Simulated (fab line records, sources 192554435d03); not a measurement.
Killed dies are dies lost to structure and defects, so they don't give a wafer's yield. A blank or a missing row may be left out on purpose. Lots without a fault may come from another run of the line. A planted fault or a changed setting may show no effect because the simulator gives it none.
Chamber matching | flow n5_finfet | N5_BEOL_M9_ETCH_65 on rie_diel-03: 4 sister chambers
The step etches SiARC in CF4, target depth 15.6 nm, time 26 s. 18 wafers are shown with their chamber, then 9 later ones without.

WAFERS WITH THEIR CHAMBER
wafer  | chamber | drypump_motor_current_A (A) | showerhead_plenum_p_Torr (Torr) | throttle_valve_pct (%)
L075.1 | 2       | 6.5                         | 2.12                            | 15.14
L075.4 | 1       | 5.6                         | 2.05                            | 15.93
L075.6 | 1       | 5.6                         | 2.05                            | 15.93
L077.4 | 2       | 6.6                         | 2.11                            | 15.14
L077.5 | 1       | 5.6                         | 2.05                            | 15.92
L077.6 | 0       | 5.8                         | 2.18                            | 15.75
L083.1 | 2       | 6.6                         | 2.11                            | 15.17
L083.3 | 3       | 5.5                         | 2.28                            | 15.07
L083.4 | 0       | 5.8                         | 2.18                            | 15.76
L081.2 | 3       | 5.5                         | 2.28                            | 15.09
L081.3 | 1       | 5.6                         | 2.04                            | 15.94
L081.5 | 0       | 5.9                         | 2.18                            | 15.77
L087.2 | 2       | 6.6                         | 2.10                            | 15.21
L087.3 | 3       | 5.5                         | 2.28                            | 15.10
L087.4 | 1       | 5.6                         | 2.04                            | 15.96
L093.2 | 2       | 6.5                         | 2.10                            | 15.23
L093.4 | 0       | 5.8                         | 2.17                            | 15.79
L093.6 | 3       | 5.5                         | 2.27                            | 15.14

SIGNATURES (means of the wafers above)
reading                  | chamber 0 | chamber 1 | chamber 2 | chamber 3 | scatter within a chamber
drypump_motor_current_A  | 5.825     | 5.600     | 6.560     | 5.500     | 0.0373
showerhead_plenum_p_Torr | 2.1775    | 2.0460    | 2.1080    | 2.2775    | 0.00627
throttle_valve_pct       | 15.7675   | 15.9360   | 15.1780   | 15.1000   | 0.0281
Rule: a wafer's distance from a chamber is the root of the sum, over the readings, of the square of ((its reading less the chamber's mean) divided by the reading's scatter). The wafer belongs to the nearest chamber; if the next one is less than 2 further off, it can't be placed. The scatter: the root of (the sum of the squares of (reading less its chamber's mean) over the shown wafers, divided by (wafers less chambers)).

WAFERS WITHOUT THEIR CHAMBER
wafer  | drypump_motor_current_A (A) | showerhead_plenum_p_Torr (Torr) | throttle_valve_pct (%)
L094.2 | 5.5                         | 2.27                            | 15.12
L094.3 | 5.6                         | 2.04                            | 16.00
L094.5 | 6.5                         | 2.10                            | 15.22
L095.1 | 5.5                         | 2.27                            | 15.14
L095.4 | 5.6                         | 2.04                            | 16.01
L095.6 | 5.8                         | 2.17                            | 15.81
L097.2 | 5.5                         | 2.27                            | 15.16
L097.5 | 5.5                         | 2.27                            | 15.17
L097.6 | 6.5                         | 2.10                            | 15.24

WHICH CHAMBER EACH WENT THROUGH
wafer  | from the rows above | in truth
L094.2 | 3                   | 3
L094.3 | 1                   | 1
L094.5 | 2                   | 2
L095.1 | 3                   | 3
L095.4 | 1                   | 1
L095.6 | 0                   | 0
L097.2 | 3                   | 3
L097.5 | 3                   | 3
L097.6 | 2                   | 2
Placed correctly: 9 of 9. Can't be placed from these rows: 0. Placed wrongly: 0.
